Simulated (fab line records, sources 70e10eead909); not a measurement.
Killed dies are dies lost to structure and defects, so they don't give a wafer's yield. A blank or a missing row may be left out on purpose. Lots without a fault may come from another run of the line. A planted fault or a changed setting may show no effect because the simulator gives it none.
fab line records | flow nand_harc
record lots=22 wafers=66 last_day=24
route steps=1159 shown P_M1@297 P_M2@331 P_BONDPAD@372 A_CHANNEL_HOLE_D1@467
lots that met no fault: from a run of the same line without faults
start_h: hours from the record's first day to the start of the lot's first wafer shown | wait_h: hours since the lot's step before | " the same as in the row above | L1.1+2: a row that stands for several wafers | - no value, or no start given | * or withheld: withheld | < > ~ a bound
route shown NAME@n: a module of which the file shows steps, and the number in the route of the first | usual: mean/standard deviation of fault-free wafers | same: alike in all rows | chamber/n: place in a boat | sites: the reading at each site | _std_site: their standard deviation | _edge_site: outer sites' mean less inner sites' | radius_mm: how far each site lies from the wafer's centre | mask NAME#n: copy n | behind: the tool/chamber that last shaped the wafer | hold: why the lot was held/for how many hours/how that ended | device: the transistor (n, p or np) that didn't switch | end of line: the same wafers' tests at the end of the route | a step without rows: its recipe alone | killed: dies lost to structure and defects at the first sort, not the wafer's yield | map: a wafer's dies, x killed, . not, _ none there
set.NAME: the setting as run; set.NAME@STEP: as run at that earlier step | model.NAME: the simulator's own value behind a step, which no gauge read
steps of the route over a sample of lots; a table a step, a row a wafer
services: from which hour (start_h, from the record's first day; less than 0 if before it) a tool's chamber was out of use, for how many hours, and why
## steps
# step NHARC_P_M1_INSPECT_11
# usual raw_defect_count=3.9/2.3
# columns lot.wafer tool chamber start_h wait_h raw_defect_count
L074.2 defect_inspect-02 - 127.19 0.0 5
L074.4 " - " " 3
L074.6 " - " " 7
L075.2 defect_inspect-02 - 134.14 0.0 3
L075.3 " - " " 3
L075.5 " - " " 1
L076.2 defect_inspect-01 - 138.06 0.0 5
L076.3 " - " " 3
L076.6 " - " " 3
L077.2 defect_inspect-02 - 143.71 0.0 3
L077.3 " - " " 3
L077.5 " - " " 3
L078.2 defect_inspect-02 - 146.83 0.0 1
L078.3 " - " " 3
L078.5 " - " " 6
L080.2 defect_inspect-01 - 149.31 0.0 4
L080.5 " - " " 3
L080.6 " - " " 4
L079.3 defect_inspect-02 - 149.65 0.0 3
L079.4 " - " " 2
L079.5 " - " " 3
L082.2 defect_inspect-02 - 163.74 0.0 9
L082.3 " - " " 11
L082.6 " - " " 10
L083.1 defect_inspect-02 - 178.28 0.0 4
L083.2 " - " " 3
L083.3 " - " " 4
L085.2 defect_inspect-01 - 185.74 0.0 1
L085.3 " - " " 2
L085.4 " - " " 3
L084.3 defect_inspect-01 - 186.71 0.0 3
L084.4 " - " " 3
L084.5 " - " " 4
L087.1 defect_inspect-02 - 200.79 0.0 7
L087.3 " - " " 9
L087.6 " - " " 0
L086.1 defect_inspect-01 - 200.82 0.0 8
L086.3 " - " " 2
L086.4 " - " " 8
L090.2 defect_inspect-01 - 218.16 0.0 7
L090.5 " - " " 7
L090.6 " - " " 6
L089.1 defect_inspect-01 - 218.85 0.0 3
L089.2 " - " " 3
L089.6 " - " " 5
L091.2 defect_inspect-01 - 225.51 0.0 1
L091.3 " - " " 4
L091.6 " - " " 2
L092.2 defect_inspect-01 - 226.19 0.0 3
L092.3 " - " " 5
L092.6 " - " " 4
L094.3 defect_inspect-01 - 234.97 0.0 4
L094.4 " - " " 4
L094.5 " - " " 1
L093.2 defect_inspect-02 - 235.81 0.0 1
L093.3 " - " " 3
L093.5 " - " " 3
L095.1 defect_inspect-01 - 254.09 0.0 5
L095.2 " - " " 4
L095.4 " - " " 1
L096.3 defect_inspect-01 - 256.71 0.0 6
L096.5 " - " " 5
L096.6 " - " " 4
L097.2 defect_inspect-01 - 268.35 0.0 3
L097.5 " - " " 6
L097.6 " - " " 4
# step NHARC_P_M2_DESCUM_14
# recipe time_s=3 o2_flow_sccm=200 ar_flow_sccm=0 bias_power_w=0 chemistry=O2
# usual drypump_motor_current_A=5.4/0.33 oes_product_au=0.997/0.01 rf_vpp_V=57.9/0.84 showerhead_plenum_p_Torr=1.95/0.092 throttle_valve_pct=11.310/0.0087
# columns lot.wafer tool chamber start_h wait_h drypump_motor_current_A oes_product_au rf_hours_counter_h rf_vpp_V showerhead_plenum_p_Torr throttle_valve_pct
L074.4 rie_diel-11 3 131.44 0.1 5.0 0.999 4 57.3 1.86 11.318
L074.2 " 1 " " 5.6 1.000 4 58.0 2.05 11.306
L074.6 " 3 " " 5.0 1.009 - 58.7 1.86 11.323
L075.3 rie_diel-11 0 138.35 0.1 5.2 1.014 4 57.4 2.01 11.303
L075.2 " 1 " " 5.6 1.009 4 58.1 2.05 11.315
L075.5 " 2 " " 5.5 0.995 - 57.7 1.79 11.321
L076.2 rie_diel-07 1 142.18 0.1 5.5 0.997 14 59.3 2.04 11.319
L076.3 " 2 " " 5.5 0.995 17 57.1 1.97 11.304
L076.6 " 0 " " 5.0 0.998 - 57.4 1.97 11.307
L077.2 rie_diel-11 3 147.94 0.1 5.0 1.008 4 56.8 1.86 11.320
L077.3 " 1 " " 5.6 1.008 5 58.8 2.05 11.315
L077.5 " 0 " " 5.2 1.016 - 58.0 2.01 11.315
L078.3 rie_diel-11 2 151.13 0.1 5.5 1.006 4 57.2 1.79 11.314
L078.2 " 3 " " 5.0 0.990 4 58.3 1.86 11.318
L078.5 " 1 " " 5.6 1.018 - 59.5 2.05 11.301
L080.2 rie_diel-07 3 153.62 0.1 5.6 0.991 19 57.3 2.04 11.319
L080.6 " 3 " " 5.6 0.989 - 58.0 2.04 11.315
L080.5 " 0 " " 5.1 0.994 - 58.8 1.97 11.323
L079.4 rie_diel-11 0 153.83 0.1 5.2 1.028 5 57.0 2.01 11.307
L079.3 " 2 " " 5.5 1.004 4 56.0 1.79 11.291
L079.5 " 0 " " 5.2 1.020 - 58.0 2.01 11.318
L082.3 rie_diel-03 2 168.10 0.1 4.7 0.983 44 56.9 2.00 11.303
L082.2 " 3 " " 5.5 0.977 41 57.0 1.78 11.313
L082.6 " 3 " " 5.5 0.979 - 58.6 1.78 11.317
L083.2 rie_diel-11 1 182.57 0.1 5.6 1.003 6 58.7 2.05 11.304
L083.3 " 2 " " 5.5 1.005 5 56.8 1.79 11.300
L083.1 " 3 " " 5.0 0.999 5 56.3 1.86 11.306
L085.3 rie_diel-03 0 189.99 0.1 5.5 0.996 49 55.9 1.90 11.323
L085.4 " 1 " " 6.3 1.000 53 58.6 1.97 11.318
L085.2 " 2 " " 4.7 0.978 51 57.9 1.99 11.306
L084.4 rie_diel-07 0 190.99 0.1 5.1 1.000 24 58.0 1.96 11.301
L084.3 " 2 " " 5.4 0.986 28 58.0 1.97 11.314
L084.5 " 3 " " 5.6 0.988 - 56.8 2.04 11.321
L087.3 rie_diel-07 3 204.90 0.1 5.6 0.971 29 59.2 2.04 11.303
L087.1 " 1 " " 5.5 1.017 28 58.1 2.04 11.325
L087.6 " 2 " " 5.4 0.991 - 58.1 1.97 11.319
L086.3 rie_diel-03 2 205.35 0.1 4.7 0.991 59 58.4 1.99 11.309
L086.1 " 3 " " 5.5 0.998 56 57.9 1.77 11.320
L086.4 " 0 " " 5.5 0.989 57 57.6 1.89 11.318
L090.2 rie_diel-07 0 222.53 0.1 5.1 1.007 31 57.4 1.96 11.310
L090.6 " 1 " " 5.5 0.997 - 59.2 2.03 11.321
L090.5 " 0 " " 5.1 0.992 - 57.9 1.96 11.309
L089.1 rie_diel-11 3 223.22 0.1 5.0 0.992 1 58.8 1.86 11.310
L089.2 " 2 " " 5.5 0.989 1 56.5 1.79 11.309
L089.6 " 0 " " 5.2 0.999 - 58.1 2.01 11.304
L091.3 rie_diel-03 1 230.01 0.1 6.3 1.006 2 57.6 1.97 11.302
L091.2 " 2 " " 4.7 0.995 2 56.8 1.99 11.308
L091.6 " 1 " " 6.2 1.005 - 58.8 1.97 11.311
L092.3 rie_diel-03 0 230.67 0.1 5.5 0.994 2 56.8 1.89 11.306
L092.2 " 1 " " 6.3 1.013 2 57.8 1.97 11.294
L092.6 " 3 " " 5.5 0.989 - 58.9 2.08 11.329
L094.3 rie_diel-11 0 239.30 0.1 5.2 1.008 1 57.3 2.01 11.314
L094.4 " 1 " " 5.6 0.996 1 58.6 2.05 11.319
L094.5 " 3 " " 5.0 0.995 - 57.8 1.86 11.294
L093.3 rie_diel-11 2 240.12 0.1 5.5 0.990 1 57.6 1.79 11.317
L093.2 " 3 " " 5.0 0.987 2 57.9 1.86 11.311
L093.5 " 1 " " 5.6 0.987 - 57.5 2.05 11.314
L095.1 rie_diel-11 1 258.17 0.1 5.6 0.995 2 58.4 2.05 11.314
L095.2 " 2 " " 5.5 0.986 2 56.9 1.79 11.309
L095.4 " 0 " " 5.2 1.006 2 57.5 2.01 11.297
L096.3 rie_diel-11 1 260.98 0.1 5.6 0.990 2 59.4 2.05 11.322
L096.5 " 3 " " 5.0 0.993 - 57.9 1.86 11.306
L096.6 " 0 " " 5.2 1.002 - 59.1 2.01 11.301
L097.2 rie_diel-07 1 273.05 0.1 5.5 0.998 5 58.3 2.03 11.314
L097.5 " 1 " " 5.5 1.006 - 59.4 2.03 11.309
L097.6 " 2 " " 5.4 1.007 - 57.1 1.96 11.312
# step NHARC_P_BONDPAD_ETCH_24
# recipe target_depth_a=300 over_etch_frac=0.3 time_s=72.99 ion_energy_ev=150 cf4_flow_sccm=50 n2_flow_sccm=100 ar_flow_sccm=150 rf_w=300 bias_w=100 chemistry=CF4/N2
# usual drypump_motor_current_A=5.9/0.45 oes_product_au=0.997/0.008 rf_vpp_V=313.8/1.7 showerhead_plenum_p_Torr=2.60/0.092 throttle_valve_pct=19.794/0.0095
# same over_etch_frac=0.3
# columns lot.wafer tool chamber start_h wait_h drypump_motor_current_A oes_product_au rf_hours_counter_h rf_vpp_V showerhead_plenum_p_Torr throttle_valve_pct
L074.2 rie_diel-08 3 - - 5.9 0.986 0 312.5 2.52 19.782
L074.4 " 0 " " 5.8 0.999 1 315.4 2.71 19.779
L074.6 " 2 " " 6.0 1.002 - 315.2 2.67 19.804
L075.3 rie_diel-13 1 - - 5.4 1.005 13 314.6 2.68 19.774
L075.2 " 3 " " 5.8 1.014 16 311.6 2.46 19.788
L075.5 " 0 " " 5.3 0.996 - 316.1 2.73 19.803
L076.2 rie_diel-06 3 - - 6.1 0.974 21 314.1 2.51 19.786
L076.3 " 2 " " 5.6 1.002 31 311.3 2.45 19.796
L076.6 " 0 " " 5.6 1.004 - 313.9 2.52 19.795
L077.2 rie_diel-08 1 - - 6.8 0.990 2 315.7 2.55 19.796
L077.3 " 3 " " 5.9 0.983 1 312.2 2.52 19.817
L077.5 " 1 " " 6.8 0.996 - 313.6 2.55 19.789
L078.2 rie_diel-08 1 - - 6.8 0.992 2 311.7 2.55 19.780
L078.3 " 3 " " 5.9 0.988 2 312.4 2.52 19.787
L078.5 " 1 " " 6.7 0.987 - 313.8 2.55 19.782
L080.2 rie_diel-13 3 - - 5.8 1.014 21 311.5 2.46 19.786
L080.6 " 3 " " 5.8 0.999 - 311.4 2.46 19.808
L080.5 " 0 " " 5.3 0.998 - 314.2 2.73 19.812
L079.3 rie_diel-08 3 - - 5.9 0.994 2 312.1 2.52 19.782
L079.4 " 1 " " 6.8 1.001 2 312.2 2.55 19.814
L079.5 " 2 " " 6.0 1.004 - 314.7 2.67 19.800
L082.2 rie_diel-08 2 - - 6.0 1.002 4 314.8 2.67 19.794
L082.3 " 0 " " 5.8 1.018 4 315.7 2.70 19.802
L082.6 " 1 " " 6.7 0.991 - 313.8 2.55 19.794
L083.1 rie_diel-13 1 - - 5.4 1.009 20 316.1 2.67 19.764
L083.2 " 2 " " 5.5 0.994 27 312.0 2.47 19.792
L083.3 " 0 " " 5.4 0.998 27 317.2 2.73 19.792
L085.3 rie_diel-08 3 - - 5.9 0.988 5 312.0 2.52 19.789
L085.4 " 0 " " 5.8 0.999 6 314.8 2.70 19.809
L085.2 " 1 " " 6.8 0.989 6 313.4 2.55 19.799
L084.4 rie_diel-08 1 - - 6.7 0.994 6 313.1 2.55 19.786
L084.3 " 3 " " 5.9 1.001 5 312.8 2.52 19.791
L084.5 " 1 " " 6.8 0.988 - 311.9 2.55 19.793
L087.1 rie_diel-08 1 - - 6.8 0.996 7 312.4 2.55 19.790
L087.3 " 3 " " 5.9 0.993 6 312.2 2.52 19.802
L087.6 " 2 " " 6.0 0.994 - 314.1 2.67 19.793
L086.3 rie_diel-08 3 - - 5.9 0.993 7 312.7 2.52 19.792
L086.4 " 0 " " 5.8 1.008 7 315.2 2.70 19.794
L086.1 " 1 " " 6.8 0.986 8 313.7 2.55 19.787
L090.2 rie_diel-13 1 - - 5.4 1.002 38 313.8 2.67 19.795
L090.5 " 3 " " 5.8 1.004 - 312.1 2.45 19.798
L090.6 " 0 " " 5.3 1.001 - 316.5 2.72 19.813
L089.1 rie_diel-08 2 - - 6.0 0.993 8 315.1 2.67 19.790
L089.2 " 1 " " 6.7 0.993 10 313.5 2.55 19.796
L089.6 " 3 " " 5.9 0.993 - 312.8 2.51 19.798
L091.2 rie_diel-08 1 - - 6.8 0.983 10 312.8 2.55 19.802
L091.3 " 2 " " 6.0 0.998 9 315.4 2.66 19.796
L091.6 " 0 " " 5.9 0.998 - 316.2 2.70 19.808
L092.3 rie_diel-13 0 - - 5.3 1.010 47 315.6 2.72 19.790
L092.2 " 2 " " 5.5 0.999 46 311.0 2.46 19.781
L092.6 " 1 " " 5.4 0.999 - 313.7 2.66 19.774
L094.4 rie_diel-08 3 - - 5.9 0.985 11 311.8 2.51 19.794
L094.3 " 2 " " 6.0 0.993 9 313.3 2.66 19.795
L094.5 " 0 " " 5.8 0.990 - 317.1 2.70 19.797
L093.2 rie_diel-13 2 - - 5.5 1.006 48 312.1 2.46 19.797
L093.3 " 3 " " 5.8 1.011 50 310.8 2.45 19.817
L093.5 " 0 " " 5.3 1.007 - 315.5 2.72 19.795
L095.4 rie_diel-08 1 - - 6.8 0.992 12 314.3 2.55 19.799
L095.2 " 2 " " 6.0 0.993 11 314.3 2.66 19.793
L095.1 " 3 " " 5.9 0.987 12 310.9 2.51 19.799
L096.3 rie_diel-13 1 - - 5.4 0.995 51 314.2 2.66 19.789
L096.5 " 3 " " 5.8 1.014 - 310.6 2.44 19.816
L096.6 " 0 " " 5.3 0.987 - 316.4 2.71 19.788
L097.2 rie_diel-08 3 - - 5.9 0.994 14 312.5 2.51 19.797
L097.6 " 0 " " 5.8 0.995 - 315.2 2.70 19.795
L097.5 " 1 " " 6.8 0.998 - 312.5 2.55 19.799
# step NHARC_P_BONDPAD_PVD_17
# recipe target_thk_a=50 bias_v=168.6 power_w=15000 chamber_pressure_pa=0.12 time_s=8.06 substrate_temp_c=50 material=TaN
# usual bias_v=168.3/1.8 throttle_valve_pct=29.6/0.66
# columns lot.wafer tool chamber start_h wait_h bias_v throttle_valve_pct
L074.2 pvd_sputter-02 - - - 168.7 29.3
L074.4 " - " " 169.6 30.6
L074.6 " - " " 168.1 29.7
L075.3 pvd_sputter-03 - - - 167.5 29.7
L075.2 " - " " 170.5 28.3
L075.5 " - " " 169.4 29.1
L076.3 pvd_sputter-03 - - - 169.6 29.4
L076.2 " - " " 169.0 28.1
L076.6 " - " " 168.2 29.7
L077.3 pvd_sputter-02 - - - 164.1 29.3
L077.2 " - " " 170.3 30.6
L077.5 " - " " 170.9 30.5
L078.3 pvd_sputter-03 - - - 166.9 28.2
L078.2 " - " " 167.9 29.4
L078.5 " - " " 165.1 28.2
L080.2 pvd_sputter-03 - - - 170.8 29.4
L080.5 " - " " 168.3 29.5
L080.6 " - " " 168.9 29.7
L079.4 pvd_sputter-02 - - - 172.3 29.7
L079.3 " - " " 169.8 29.9
L079.5 " - " " 167.0 29.4
L082.2 pvd_sputter-02 - - - 167.1 30.1
L082.3 " - " " 169.4 29.6
L082.6 " - " " 169.3 29.8
L083.3 pvd_sputter-01 - - - 167.8 29.1
L083.2 " - " " 170.9 31.2
L083.1 " - " " 169.2 28.3
L085.3 pvd_sputter-02 - - - 168.1 29.1
L085.2 " - " " 166.7 30.9
L085.4 " - " " 168.3 29.9
L084.4 pvd_sputter-02 - - - 167.1 29.9
L084.3 " - " " 167.8 29.4
L084.5 " - " " 169.3 29.2
L087.3 pvd_sputter-01 - - - 170.3 30.5
L087.1 " - " " 165.9 31.4
L087.6 " - " " 168.7 30.2
L086.3 pvd_sputter-02 - - - 166.9 29.6
L086.1 " - " " 168.0 30.6
L086.4 " - " " 169.5 29.7
L090.2 pvd_sputter-03 - - - 165.8 28.0
L090.5 " - " " 170.9 29.1
L090.6 " - " " 167.7 29.8
L089.2 pvd_sputter-01 - - - 166.4 28.8
L089.1 " - " " 167.7 31.0
L089.6 " - " " 169.5 30.5
L091.2 pvd_sputter-02 - - - 168.8 29.8
L091.3 " - " " 168.4 28.7
L091.6 " - " " 169.7 29.7
L092.3 pvd_sputter-02 - - - 169.9 30.0
L092.2 " - " " 167.6 29.6
L092.6 " - " " 167.8 28.6
L094.3 pvd_sputter-03 - - - 168.8 29.9
L094.4 " - " " 170.0 29.6
L094.5 " - " " 170.9 29.1
L093.3 pvd_sputter-02 - - - 166.5 29.3
L093.2 " - " " 168.8 29.0
L093.5 " - " " 165.2 29.4
L095.4 pvd_sputter-03 - - - 167.9 28.2
L095.1 " - " " 167.0 29.3
L095.2 " - " " 166.8 29.8
L096.3 pvd_sputter-02 - - - 171.5 28.7
L096.6 " - " " 166.9 29.6
L096.5 " - " " 167.6 29.1
L097.2 pvd_sputter-02 - - - 168.0 28.8
L097.6 " - " " 170.0 29.6
L097.5 " - " " 169.7 29.1
# step NHARC_A_CHANNEL_HOLE_D1_ETCH_39
# recipe target_depth_a=2600 over_etch_frac=0.3 time_s=325 ion_energy_ev=200 n2_flow_sccm=150 h2_flow_sccm=150 ar_flow_sccm=0 rf_w=400 bias_w=150 chemistry=N2/H2
# usual drypump_motor_current_A=6.0/0.41 oes_product_au=1.002/0.009 rf_vpp_V=430.7/2 showerhead_plenum_p_Torr=2.05/0.07 throttle_valve_pct=14.171/0.0099
# same over_etch_frac=0.3
# columns lot.wafer tool chamber start_h wait_h drypump_motor_current_A oes_product_au rf_hours_counter_h rf_vpp_V showerhead_plenum_p_Torr throttle_valve_pct
L074.2 rie_diel-01 1 - - 6.2 1.008 2.3 429.8 2.01 14.178
L074.4 " 2 " " 6.2 1.009 0.2 428.8 1.96 14.163
L074.6 " 0 " " 6.7 1.002 - 430.5 2.10 14.190
L075.3 rie_diel-01 2 - - 6.1 0.999 0.4 429.3 1.96 14.186
L075.2 " 3 " " 5.9 0.991 2.5 430.5 2.02 14.157
L075.5 " 1 " " 6.2 1.004 - 430.6 2.01 14.161
L076.3 rie_diel-01 0 - - 6.7 0.999 3.1 432.4 2.10 14.178
L076.2 " 2 " " 6.1 0.995 1.6 428.1 1.96 14.168
L076.6 " 0 " " 6.7 0.999 - 432.2 2.10 14.158
L077.2 rie_diel-01 1 - - 6.2 1.000 4.2 429.3 2.01 14.160
L077.3 " 2 " " 6.1 0.991 2.3 428.8 1.96 14.175
L077.5 " 1 " " 6.2 1.003 - 429.2 2.01 14.166
L078.3 rie_diel-10 2 - - 5.8 1.012 0.6 428.7 1.96 14.173
L078.2 " 0 " " 6.1 1.007 0.8 432.6 2.09 14.177
L078.5 " 2 " " 5.8 1.015 - 428.5 1.96 14.184
L079.3 rie_diel-10 1 - - 5.4 1.023 1.2 434.6 2.17 14.155
L079.4 " 2 " " 5.8 1.021 1.3 429.3 1.96 14.175
L079.5 " 1 " " 5.4 1.003 - 435.1 2.17 14.170
L080.2 rie_diel-01 3 - - 5.9 0.991 4.7 428.9 2.02 14.176
L080.6 " 3 " " 5.9 0.989 - 429.6 2.02 14.166
L080.5 " 0 " " 6.7 1.010 - 433.1 2.09 14.175
L082.3 rie_diel-02 1 - - 5.0 1.003 2.2 434.8 2.19 14.167
L082.2 " 2 " " 5.9 1.001 2.0 431.2 2.03 14.202
L082.6 " 2 " " 5.9 0.993 - 430.2 2.03 14.178
L083.2 rie_diel-10 2 - - 5.8 1.007 3.8 429.1 1.96 14.171
L083.1 " 3 " " 5.9 1.003 3.8 431.4 2.07 14.161
L083.3 " 1 " " 5.4 1.015 3.7 433.6 2.17 14.168
L085.4 rie_diel-10 1 - - 5.4 1.008 4.4 435.3 2.17 14.182
L085.3 " 2 " " 5.7 1.008 4.6 426.9 1.96 14.176
L085.2 " 3 " " 5.9 1.004 4.3 432.4 2.07 14.179
L084.4 rie_diel-01 3 - - 5.9 0.996 6.8 429.8 2.01 14.183
L084.3 " 0 " " 6.7 1.011 7.0 431.4 2.09 14.166
L084.5 " 3 " " 5.9 0.994 - 428.6 2.01 14.170
L086.1 rie_diel-01 3 - - 5.9 1.004 7.5 430.0 2.01 14.159
L086.4 " 0 " " 6.7 1.008 7.8 431.4 2.09 14.148
L086.3 " 1 " " 6.2 1.011 8.0 430.3 2.01 14.165
L087.1 rie_diel-10 2 - - 5.7 1.010 5.8 428.3 1.96 14.175
L087.3 " 3 " " 5.9 1.012 5.1 431.1 2.07 14.186
L087.6 " 2 " " 5.8 1.011 - 429.4 1.96 14.165
L089.1 rie_diel-02 2 - - 5.9 1.018 5.6 429.7 2.03 14.190
L089.2 " 3 " " 6.0 0.988 5.5 430.6 2.03 14.164
L089.6 " 1 " " 5.0 1.002 - 434.0 2.19 14.171
L090.2 rie_diel-02 3 - - 6.0 0.989 5.7 429.9 2.03 14.181
L090.5 " 0 " " 5.6 0.996 - 428.7 1.99 14.164
L090.6 " 1 " " 5.0 0.990 - 435.1 2.19 14.180
L091.2 rie_diel-01 1 - - 6.2 1.011 8.8 428.5 2.01 14.166
L091.3 " 2 " " 6.2 0.993 6.6 427.4 1.96 14.177
L091.6 " 0 " " 6.7 1.009 - 432.6 2.09 14.173
L092.2 rie_diel-01 0 - - 6.7 1.007 9.2 431.4 2.09 14.157
L092.3 " 1 " " 6.2 0.993 9.3 430.2 2.01 14.166
L092.6 " 3 " " 5.9 0.985 - 429.0 2.01 14.179
L093.2 rie_diel-10 0 - - 6.1 1.014 7.0 432.6 2.09 14.145
L093.3 " 1 " " 5.4 1.000 8.2 432.7 2.17 14.156
L093.5 " 3 " " 5.9 1.012 - 431.5 2.07 14.173
L094.4 rie_diel-01 2 - - 6.2 1.002 8.0 428.4 1.96 14.169
L094.3 " 0 " " 6.7 1.008 10.3 432.3 2.09 14.183
L094.5 " 2 " " 6.2 1.000 - 428.8 1.96 14.173
L096.3 rie_diel-01 2 - - 6.1 1.012 9.1 428.8 1.96 14.168
L096.5 " 1 " " 6.3 1.007 - 431.8 2.01 14.167
L096.6 " 2 " " 6.1 1.008 - 426.7 1.96 14.176
L095.2 rie_diel-10 3 - - 5.9 1.002 8.2 432.9 2.07 14.182
L095.1 " 0 " " 6.1 1.001 8.4 432.1 2.09 14.172
L095.4 " 1 " " 5.4 1.002 9.1 432.3 2.17 14.165
L097.2 rie_diel-10 1 - - 5.4 1.002 9.8 433.3 2.17 14.172
L097.5 " 1 " " 5.4 0.986 - 433.0 2.17 14.177
L097.6 " 2 " " 5.8 1.018 - 427.2 1.96 14.169
# step NHARC_A_CHANNEL_HOLE_D1_ETCH_34
# recipe target_depth_a=1540 time_s=77 cf4_flow_sccm=100 chf3_flow_sccm=30 ar_flow_sccm=0 rf_w=500 bias_w=200 chemistry=CF4/CHF3
# usual chf3_flow_sccm=30.01/0.093 drypump_motor_current_A=6.0/0.4 oes_product_au=0.947/0.025 rf_vpp_V=370.6/1.9 showerhead_plenum_p_Torr=1.58/0.05 throttle_valve_pct=16.801/0.0086
# columns lot.wafer tool chamber start_h wait_h chf3_flow_sccm drypump_motor_current_A oes_product_au rf_hours_counter_h rf_vpp_V showerhead_plenum_p_Torr throttle_valve_pct
L074.2 rie_diel-01 1 - - 30.04 6.2 0.969 2.6 370.5 1.55 16.801
L074.4 " 3 " " 29.93 5.9 0.969 2.6 370.7 1.56 16.805
L074.6 " 2 " " 29.89 6.2 0.966 - 368.3 1.52 16.805
L075.2 rie_diel-01 2 - - 29.96 6.1 0.943 1.0 368.9 1.52 16.814
L075.3 " 3 " " 30.07 5.9 0.931 3.0 369.9 1.56 16.808
L075.5 " 2 " " 30.00 6.1 0.933 - 368.3 1.52 16.790
L076.3 rie_diel-01 2 - - 29.94 6.2 0.964 1.7 368.9 1.52 16.789
L076.2 " 3 " " 29.93 5.9 0.961 3.6 370.1 1.56 16.795
L076.6 " 2 " " 29.98 6.2 0.955 - 368.3 1.52 16.793
L077.2 rie_diel-01 2 - - 30.04 6.2 0.924 2.3 369.5 1.52 16.807
L077.3 " 1 " " 30.03 6.2 0.905 4.4 371.0 1.55 16.801
L077.5 " 2 " " 30.20 6.1 0.918 - 367.0 1.52 16.811
L078.2 rie_diel-10 2 - - 30.03 5.8 0.965 0.8 368.3 1.52 16.808
L078.3 " 0 " " 30.00 6.1 0.975 0.9 371.7 1.61 16.797
L078.5 " 2 " " 29.99 5.8 0.973 - 368.9 1.52 16.793
L079.3 rie_diel-10 1 - - 29.95 5.4 0.977 1.4 372.7 1.67 16.804
L079.4 " 2 " " 30.08 5.8 0.974 1.4 367.3 1.52 16.803
L079.5 " 1 " " 30.07 5.4 0.969 - 373.5 1.67 16.796
L080.2 rie_diel-01 2 - - 29.92 6.1 0.951 3.0 369.9 1.52 16.794
L080.6 " 1 " " 29.96 6.2 0.920 - 367.9 1.55 16.795
L080.5 " 2 " " 29.91 6.2 0.959 - 367.5 1.52 16.796
L082.3 rie_diel-02 1 - - 30.11 5.0 0.924 2.3 373.8 1.68 16.786
L082.2 " 2 " " 30.12 5.9 0.922 2.2 369.7 1.57 16.801
L082.6 " 2 " " 30.12 5.9 0.928 - 370.1 1.57 16.797
L083.1 rie_diel-10 2 - - 29.99 5.8 0.933 4.0 369.3 1.52 16.809
L083.2 " 3 " " 30.05 5.8 0.940 4.0 370.9 1.60 16.811
L083.3 " 0 " " 30.14 6.1 0.916 3.7 371.6 1.61 16.811
L085.4 rie_diel-10 3 - - 30.10 5.9 0.934 4.4 372.1 1.60 16.812
L085.3 " 0 " " 30.12 6.1 0.925 4.3 371.4 1.61 16.812
L085.2 " 1 " " 30.04 5.4 0.936 4.6 374.1 1.67 16.804
L084.4 rie_diel-01 0 - - 29.94 6.7 0.972 7.1 370.7 1.61 16.814
L084.3 " 3 " " 29.85 5.9 0.920 6.9 370.0 1.56 16.804
L084.5 " 0 " " 29.93 6.7 0.972 - 372.0 1.61 16.794
L086.3 rie_diel-01 1 - - 29.92 6.2 0.930 8.0 369.2 1.55 16.799
L086.4 " 2 " " 29.98 6.2 0.944 5.5 367.7 1.52 16.809
L086.1 " 0 " " 30.07 6.7 0.936 8.0 371.4 1.61 16.803
L087.3 rie_diel-10 2 - - 30.09 5.8 0.987 5.9 368.3 1.52 16.801
L087.1 " 0 " " 29.96 6.1 0.964 5.1 371.6 1.61 16.811
L087.6 " 2 " " 30.03 5.8 0.978 - 368.2 1.52 16.811
L089.1 rie_diel-02 2 - - 29.85 5.9 0.934 5.7 371.5 1.57 16.792
L089.2 " 3 " " 30.18 6.0 0.909 5.7 370.1 1.57 16.809
L089.6 " 1 " " 29.97 5.0 0.930 - 374.4 1.68 16.801
L090.2 rie_diel-02 0 - - 30.10 5.6 0.921 7.1 369.4 1.54 16.801
L090.5 " 1 " " 29.87 5.0 0.927 - 372.9 1.68 16.798
L090.6 " 2 " " 30.01 5.9 0.926 - 370.9 1.57 16.796
L091.2 rie_diel-01 3 - - 30.08 5.9 0.954 8.7 370.7 1.56 16.794
L091.3 " 0 " " 30.06 6.7 0.969 8.9 372.3 1.61 16.803
L091.6 " 2 " " 30.17 6.1 0.975 - 369.9 1.52 16.800
L092.2 rie_diel-01 0 - - 30.14 6.7 0.937 9.3 372.1 1.61 16.797
L092.3 " 3 " " 29.97 5.9 0.907 9.4 369.8 1.56 16.796
L092.6 " 1 " " 29.99 6.2 0.928 - 370.3 1.55 16.804
L093.2 rie_diel-10 0 - - 29.83 6.1 0.999 7.1 371.8 1.61 16.811
L093.3 " 1 " " 29.86 5.4 0.968 8.2 373.5 1.66 16.807
L093.5 " 1 " " 30.03 5.4 0.964 - 372.9 1.66 16.790
L094.3 rie_diel-01 3 - - 29.88 5.9 0.914 10.2 369.5 1.55 16.808
L094.4 " 1 " " 29.88 6.2 0.926 10.3 369.4 1.55 16.816
L094.5 " 2 " " 29.90 6.2 0.927 - 367.9 1.52 16.817
L096.3 rie_diel-01 2 - - 29.81 6.1 0.972 9.3 367.7 1.52 16.794
L096.6 " 0 " " 30.06 6.7 0.929 - 369.0 1.61 16.806
L096.5 " 1 " " 29.82 6.2 0.929 - 368.4 1.55 16.793
L095.2 rie_diel-10 2 - - 30.08 5.8 0.935 9.0 368.8 1.52 16.820
L095.1 " 3 " " 30.06 5.9 0.932 8.4 372.8 1.60 16.805
L095.4 " 1 " " 30.02 5.4 0.919 9.2 374.4 1.66 16.807
L097.2 rie_diel-10 1 - - 29.91 5.4 0.978 10.0 374.8 1.66 16.805
L097.6 " 1 " " 29.85 5.4 0.973 - 372.9 1.66 16.815
L097.5 " 2 " " 29.99 5.7 0.997 - 368.9 1.52 16.804
## services
# columns tool chamber start_h hours kind
rie_diel-13 2 119.04 3.8 repair
rie_diel-08 - 124.80 9.0 pm
rie_diel-01 - 137.80 9.0 pm
rie_diel-13 1 144.18 5.4 repair
rie_diel-10 3 145.65 39.6 repair
rie_diel-01 2 148.10 34.4 repair
rie_diel-13 1 165.26 10.3 repair
rie_diel-01 - 171.93 0.1 repair
rie_diel-10 2 174.22 6.4 repair
rie_diel-10 - 176.50 9.0 pm
rie_diel-01 0 186.16 2.2 repair
rie_diel-11 - 189.50 9.0 pm
pvd_sputter-03 - 200.98 2.4 repair
pvd_sputter-02 - 214.02 10.0 pm
rie_diel-08 2 217.48 6.4 repair
rie_diel-08 0 256.90 5.9 repair
rie_diel-11 2 262.22 11.2 repair
rie_diel-08 0 268.76 5.8 repair
rie_diel-13 - 270.66 0.1 repair
pvd_sputter-03 - 280.00 10.0 pm
rie_diel-11 2 287.68 3.9 repair
rie_diel-13 2 288.70 9.7 repair
rie_diel-08 - 301.80 9.0 pm
rie_diel-01 - 314.80 9.0 pm
## key
fault none
